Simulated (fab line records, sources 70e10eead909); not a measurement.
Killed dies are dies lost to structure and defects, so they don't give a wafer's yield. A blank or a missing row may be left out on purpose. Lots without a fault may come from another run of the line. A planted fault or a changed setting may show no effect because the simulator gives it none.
Chamber matching | flow nand_harc | NHARC_P_M1_DEP_33 on pecvd-04: 3 sister chambers
The step deposits SiCN, target thk 30 nm. 6 wafers are shown with their chamber, then 7 later ones without.

WAFERS WITH THEIR CHAMBER
wafer  | chamber | heater_power_w (W)
L339.3 | 1       | 711
L340.1 | 1       | 681
L340.4 | 0       | 510
L340.6 | 2       | 540
L341.4 | 2       | 551
L341.5 | 0       | 537

WAFERS WITHOUT THEIR CHAMBER
wafer  | heater_power_w (W)
L341.6 | 646
L344.1 | 660
L344.4 | 661
L344.6 | 560
L345.3 | 593
L345.4 | 569
L345.6 | 521

WHICH CHAMBER EACH WENT THROUGH
wafer  | from the rows above     | in truth
L341.6 | 1                       | 1
L344.1 | 1                       | 1
L344.4 | 1                       | 1
L344.6 | can't be placed: 2 or 0 | 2
L345.3 | can't be placed: 2 or 0 | 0
L345.4 | can't be placed: 2 or 0 | 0
L345.6 | can't be placed: 0 or 2 | 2
Placed correctly: 3 of 7. Can't be placed from these rows: 4 (the true chamber is among the candidates in 4). Placed wrongly: 0.
How it was worked out, from the rows above alone: a wafer's distance from a chamber is the root of the sum, over the readings, of the square of ((its reading less the chamber's mean) divided by the reading's scatter). The wafer belongs to the nearest chamber; if the next one is less than 2 further off, it can't be placed. A chamber's mean is the mean of its shown wafers. The scatter: the root of (the sum of the squares of (reading less its chamber's mean) over the shown wafers, divided by (wafers less chambers)).
